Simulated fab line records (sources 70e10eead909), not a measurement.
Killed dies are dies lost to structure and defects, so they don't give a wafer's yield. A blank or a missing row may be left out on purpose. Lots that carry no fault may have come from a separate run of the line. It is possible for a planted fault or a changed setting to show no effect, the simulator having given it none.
Which of the tools did it? :: flow nand harc :: Sampling: 14 lots, 42 wafers, 4 of 1159 route steps

WHAT THE GAUGES READ, wafer by wafer
Not one reading of a measure or inspect step in the record can be checked against a usual standard deviation.

TOOL THAT RAN EACH LOT (tool first, then ch and the chambers of the sampled wafers, then the start)
lot: L818
NHARC_P_GATE_ETCH_114: rie diel-13 ch 1,2,3, day 5 07:13 or earlier
NHARC_P_GATE_DESCUM_48: rie diel-06 ch 0,1,3, day 5 07:13
NHARC_P_CONTACT_DEP_30: pecvd-02 ch 0,1,2, day 5 14:09
NHARC_P_CONTACT_CMP_01: cmp-02 ch 0,1,2, day 5 14:52

lot: L819
NHARC_P_GATE_ETCH_114: rie diel-01 ch 0,1, day 6 02:17 or earlier
NHARC_P_GATE_DESCUM_48: rie diel-13 ch 0,1, day 6 02:17
NHARC_P_CONTACT_DEP_30: pecvd-02 ch 1,2, day 6 08:49
NHARC_P_CONTACT_CMP_01: cmp-03 ch 0,1,2, day 6 09:31

lot: L821
NHARC_P_GATE_ETCH_114: rie diel-01 ch 1,2,3, day 6 07:59 or earlier
NHARC_P_GATE_DESCUM_48: rie diel-06 ch 1,2,3, day 6 07:59
NHARC_P_CONTACT_DEP_30: pecvd-01 ch 1,2, day 6 14:10
NHARC_P_CONTACT_CMP_01: cmp-01 ch 1,2, day 6 14:52

lot: L823
NHARC_P_GATE_ETCH_114: rie diel-13 ch 0,1, day 6 21:23 or earlier
NHARC_P_GATE_DESCUM_48: rie diel-06 ch 1,2,3, day 6 21:23
NHARC_P_CONTACT_DEP_30: pecvd-04 ch 0,1,2, day 7 03:53
NHARC_P_CONTACT_CMP_01: cmp-02 ch 0,1,2, day 7 04:35

lot: L825
NHARC_P_GATE_ETCH_114: rie diel-13 ch 0,1,3, day 7 13:03 or earlier
NHARC_P_GATE_DESCUM_48: rie diel-01 ch 1,2, day 7 13:03
NHARC_P_CONTACT_DEP_30: pecvd-04 ch 1,2, day 7 20:20
NHARC_P_CONTACT_CMP_01: cmp-02 ch 1,2,3, day 7 21:01

lot: L826
NHARC_P_GATE_ETCH_114: rie diel-06 ch 1,3, day 7 16:55 or earlier
NHARC_P_GATE_DESCUM_48: rie diel-13 ch 1,3, day 7 16:55
NHARC_P_CONTACT_DEP_30: pecvd-04 ch 0,1,2, day 8 01:05
NHARC_P_CONTACT_CMP_01: cmp-02 ch 1,2,3, day 8 01:48

lot: L827
NHARC_P_GATE_ETCH_114: rie diel-06 ch 0,3, day 7 21:16 or earlier
NHARC_P_GATE_DESCUM_48: rie diel-06 ch 0,1,2, day 7 21:16
NHARC_P_CONTACT_DEP_30: pecvd-02 ch 0,2, day 8 05:06
NHARC_P_CONTACT_CMP_01: cmp-02 ch 0,1, day 8 05:46

lot: L829
NHARC_P_GATE_ETCH_114: rie diel-13 ch 1,2,3, day 8 11:31 or earlier
NHARC_P_GATE_DESCUM_48: rie diel-06 ch 0,1,2, day 8 11:31
NHARC_P_CONTACT_DEP_30: pecvd-01 ch 0,1, day 9 05:37
NHARC_P_CONTACT_CMP_01: cmp-03 ch 1,2,3, day 9 06:47

lot: L828
NHARC_P_GATE_ETCH_114: rie diel-13 ch 1,2, day 8 12:05 or earlier
NHARC_P_GATE_DESCUM_48: rie diel-06 ch 0,1,3, day 8 12:05
NHARC_P_CONTACT_DEP_30: pecvd-01 ch 1,2, day 9 06:25
NHARC_P_CONTACT_CMP_01: cmp-01 ch 0,1,2, day 9 07:08

lot: L833
NHARC_P_GATE_ETCH_114: rie diel-13 ch 2,3, day 9 10:45 or earlier
NHARC_P_GATE_DESCUM_48: rie diel-13 ch 1, day 9 10:45
NHARC_P_CONTACT_DEP_30: pecvd-04 ch 1,2, day 9 18:25
NHARC_P_CONTACT_CMP_01: cmp-01 ch 1,2,3, day 9 19:33

lot: L836
NHARC_P_GATE_ETCH_114: rie diel-06 ch 2,3, day 9 23:34 or earlier
NHARC_P_GATE_DESCUM_48: rie diel-01 ch 1,2,3, day 9 23:34
NHARC_P_CONTACT_DEP_30: pecvd-04 ch 0,1, day 10 06:56
NHARC_P_CONTACT_CMP_01: cmp-02 ch 0,2,3, day 10 07:41

lot: L838
NHARC_P_GATE_ETCH_114: rie diel-06 ch 0,1, day 10 12:05 or earlier
NHARC_P_GATE_DESCUM_48: rie diel-01 ch 0,3, day 10 12:05
NHARC_P_CONTACT_DEP_30: pecvd-04 ch 0,1,2, day 10 19:17
NHARC_P_CONTACT_CMP_01: cmp-01 ch 0,1,3, day 10 20:00

lot: L839
NHARC_P_GATE_ETCH_114: rie diel-06 ch 0,1,3, day 10 16:42 or earlier
NHARC_P_GATE_DESCUM_48: rie diel-01 ch 0,1,2, day 10 16:42
NHARC_P_CONTACT_DEP_30: pecvd-02 ch 0,1,2, day 11 00:43
NHARC_P_CONTACT_CMP_01: cmp-01 ch 0,2,3, day 11 01:26

lot: L840
NHARC_P_GATE_ETCH_114: rie diel-13 ch 0,1,3, day 11 03:12 or earlier
NHARC_P_GATE_DESCUM_48: rie diel-13 ch 0,1,2, day 11 03:12
NHARC_P_CONTACT_DEP_30: pecvd-02 ch 0,1,2, day 11 09:56
NHARC_P_CONTACT_CMP_01: cmp-01 ch 1,2,3, day 11 10:39
- NHARC_P_GATE_ETCH_114: etches the open film in CF4/O2, target depth 30 nm, overetch 3 nm, time 16.5 s.
- NHARC_P_GATE_DESCUM_48: chemistry O2, time 3 s.
- NHARC_P_CONTACT_DEP_30: deposits SiNx, target thk 30 nm.
- NHARC_P_CONTACT_CMP_01: polishes SiO2, target thk 200 nm.

AS READ BY THE TOOLS THEMSELVES (means over the sampled wafers that have a number; for cases with no such wafer, the mark the record gives instead)
NHARC_P_GATE_ETCH_114.
lot: L818
tool: rie diel-13
drypump motor current A (A): 5.7
oes product au (a.u.): 0.993
rf vpp V (V): 197.9
showerhead plenum p Torr (Torr): 1.37
throttle valve pct (%): 13.402

lot: L819
tool: rie diel-01
drypump motor current A (A): 5.6
oes product au (a.u.): 1.012
rf vpp V (V): 198.9
showerhead plenum p Torr (Torr): 1.37
throttle valve pct (%): 13.402

lot: L821
tool: rie diel-01
drypump motor current A (A): 5.6
oes product au (a.u.): 1.019
rf vpp V (V): 198.5
showerhead plenum p Torr (Torr): 1.37
throttle valve pct (%): 13.402

lot: L823
tool: rie diel-13
drypump motor current A (A): 5.6
oes product au (a.u.): 0.999
rf vpp V (V): 197.9
showerhead plenum p Torr (Torr): 1.35
throttle valve pct (%): 13.395

lot: L825
tool: rie diel-13
drypump motor current A (A): 5.7
oes product au (a.u.): 1.005
rf vpp V (V): 197.7
showerhead plenum p Torr (Torr): 1.33
throttle valve pct (%): 13.399

lot: L826
tool: rie diel-06
drypump motor current A (A): 6.0
oes product au (a.u.): 0.977
rf vpp V (V): 198.0
showerhead plenum p Torr (Torr): 1.32
throttle valve pct (%): 13.409

lot: L827
tool: rie diel-06
drypump motor current A (A): 6.1
oes product au (a.u.): 0.982
rf vpp V (V): 198.6
showerhead plenum p Torr (Torr): 1.33
throttle valve pct (%): 13.397

lot: L829
tool: rie diel-13
drypump motor current A (A): 5.7
oes product au (a.u.): 1.007
rf vpp V (V): 198.6
showerhead plenum p Torr (Torr): 1.36
throttle valve pct (%): 13.385

lot: L828
tool: rie diel-13
drypump motor current A (A): 5.6
oes product au (a.u.): 0.999
rf vpp V (V): 199.4
showerhead plenum p Torr (Torr): 1.38
throttle valve pct (%): 13.403

lot: L833
tool: rie diel-13
drypump motor current A (A): 5.8
oes product au (a.u.): 1.001
rf vpp V (V): 198.2
showerhead plenum p Torr (Torr): 1.35
throttle valve pct (%): 13.389

lot: L836
tool: rie diel-06
drypump motor current A (A): 6.1
oes product au (a.u.): 0.984
rf vpp V (V): 197.7
showerhead plenum p Torr (Torr): 1.33
throttle valve pct (%): 13.389

lot: L838
tool: rie diel-06
drypump motor current A (A): 5.3
oes product au (a.u.): 0.995
rf vpp V (V): 197.4
showerhead plenum p Torr (Torr): 1.33
throttle valve pct (%): 13.391

lot: L839
tool: rie diel-06
drypump motor current A (A): 5.7
oes product au (a.u.): 0.987
rf vpp V (V): 198.5
showerhead plenum p Torr (Torr): 1.33
throttle valve pct (%): 13.400

lot: L840
tool: rie diel-13
drypump motor current A (A): 5.7
oes product au (a.u.): 0.999
rf vpp V (V): 197.7
showerhead plenum p Torr (Torr): 1.33
throttle valve pct (%): 13.391

NHARC_P_GATE_DESCUM_48.
lot: L818
tool: rie diel-06
drypump motor current A (A): 5.7
oes product au (a.u.): 0.991
rf vpp V (V): 57.9
showerhead plenum p Torr (Torr): 1.91
throttle valve pct (%): 11.317

lot: L819
tool: rie diel-13
drypump motor current A (A): 5.6
oes product au (a.u.): 0.995
rf vpp V (V): 57.2
showerhead plenum p Torr (Torr): 1.94
throttle valve pct (%): 11.311

lot: L821
tool: rie diel-06
drypump motor current A (A): 5.8
oes product au (a.u.): 0.990
rf vpp V (V): 57.8
showerhead plenum p Torr (Torr): 1.91
throttle valve pct (%): 11.311

lot: L823
tool: rie diel-06
drypump motor current A (A): 5.8
oes product au (a.u.): 0.985
rf vpp V (V): 57.6
showerhead plenum p Torr (Torr): 1.91
throttle valve pct (%): 11.318

lot: L825
tool: rie diel-01
drypump motor current A (A): 5.1
oes product au (a.u.): 1.013
rf vpp V (V): 58.5
showerhead plenum p Torr (Torr): 1.95
throttle valve pct (%): 11.308

lot: L826
tool: rie diel-13
drypump motor current A (A): 5.7
oes product au (a.u.): 1.006
rf vpp V (V): 57.9
showerhead plenum p Torr (Torr): 1.97
throttle valve pct (%): 11.314

lot: L827
tool: rie diel-06
drypump motor current A (A): 5.5
oes product au (a.u.): 0.985
rf vpp V (V): 58.5
showerhead plenum p Torr (Torr): 1.91
throttle valve pct (%): 11.306

lot: L829
tool: rie diel-06
drypump motor current A (A): 5.5
oes product au (a.u.): 0.982
rf vpp V (V): 57.9
showerhead plenum p Torr (Torr): 1.91
throttle valve pct (%): 11.318

lot: L828
tool: rie diel-06
drypump motor current A (A): 5.7
oes product au (a.u.): 0.985
rf vpp V (V): 56.7
showerhead plenum p Torr (Torr): 1.90
throttle valve pct (%): 11.307

lot: L833
tool: rie diel-13
drypump motor current A (A): 5.6
oes product au (a.u.): 1.016
rf vpp V (V): 58.3
showerhead plenum p Torr (Torr): 2.01
throttle valve pct (%): 11.310

lot: L836
tool: rie diel-01
drypump motor current A (A): 5.6
oes product au (a.u.): 1.013
rf vpp V (V): 58.5
showerhead plenum p Torr (Torr): 1.95
throttle valve pct (%): 11.306

lot: L838
tool: rie diel-01
drypump motor current A (A): 6.3
oes product au (a.u.): 0.987
rf vpp V (V): 58.6
showerhead plenum p Torr (Torr): 2.00
throttle valve pct (%): 11.307

lot: L839
tool: rie diel-01
drypump motor current A (A): 5.3
oes product au (a.u.): 0.996
rf vpp V (V): 58.2
showerhead plenum p Torr (Torr): 1.94
throttle valve pct (%): 11.308

lot: L840
tool: rie diel-13
drypump motor current A (A): 5.7
oes product au (a.u.): 0.998
rf vpp V (V): 57.7
showerhead plenum p Torr (Torr): 1.90
throttle valve pct (%): 11.309

NHARC_P_CONTACT_DEP_30.
lot: L818
tool: pecvd-02
heater power w (W): 762

lot: L819
tool: pecvd-02
heater power w (W): 620

lot: L821
tool: pecvd-01
heater power w (W): 648

lot: L823
tool: pecvd-04
heater power w (W): 690

lot: L825
tool: pecvd-04
heater power w (W): 739

lot: L826
tool: pecvd-04
heater power w (W): 656

lot: L827
tool: pecvd-02
heater power w (W): 798

lot: L829
tool: pecvd-01
heater power w (W): 656

lot: L828
tool: pecvd-01
heater power w (W): 720

lot: L833
tool: pecvd-04
heater power w (W): 668

lot: L836
tool: pecvd-04
heater power w (W): 631

lot: L838
tool: pecvd-04
heater power w (W): 688

lot: L839
tool: pecvd-02
heater power w (W): 688

lot: L840
tool: pecvd-02
heater power w (W): 699

NHARC_P_CONTACT_CMP_01.
lot: L818
tool: cmp-02
motor current A (A): 10.9

lot: L819
tool: cmp-03
motor current A (A): 13.6

lot: L821
tool: cmp-01
motor current A (A): 13.4

lot: L823
tool: cmp-02
motor current A (A): 11.0

lot: L825
tool: cmp-02
motor current A (A): 10.4

lot: L826
tool: cmp-02
motor current A (A): 10.5

lot: L827
tool: cmp-02
motor current A (A): 11.6

lot: L829
tool: cmp-03
motor current A (A): 12.7

lot: L828
tool: cmp-01
motor current A (A): 12.9

lot: L833
tool: cmp-01
motor current A (A): 12.8

lot: L836
tool: cmp-02
motor current A (A): 10.9

lot: L838
tool: cmp-01
motor current A (A): 12.4

lot: L839
tool: cmp-01
motor current A (A): 12.0

lot: L840
tool: cmp-01
motor current A (A): 12.7

THE ANSWER, worked out from the rows above alone
Rule: the usual values come from the lots themselves. Put in order of their means at a reading, lots are off if they are a third of the lots or fewer, leave a main group of 4 or more, and stand apart from it by a gap of 3 or more times the standard deviation of the main group's means; of several such gaps the widest counts. A main group is skipped when, at the precision printed for the reading in the tables above, its means are all equal. Also off: a lot with no number at a reading for which 4 or more lots have one. Where the step has rows for the other lots, those lots are counted as sound. Order of review: gauges by route order, followed by the tools' own readings, for which a lot's mean as printed above is used. The first step at which some lot is off is used, and at that step the reading that is off furthest; a lot without a number counts as furthest.
No lot is off at any reading shown: from this, nothing can be told.

WHAT THE SIMULATOR HAD PUT IN
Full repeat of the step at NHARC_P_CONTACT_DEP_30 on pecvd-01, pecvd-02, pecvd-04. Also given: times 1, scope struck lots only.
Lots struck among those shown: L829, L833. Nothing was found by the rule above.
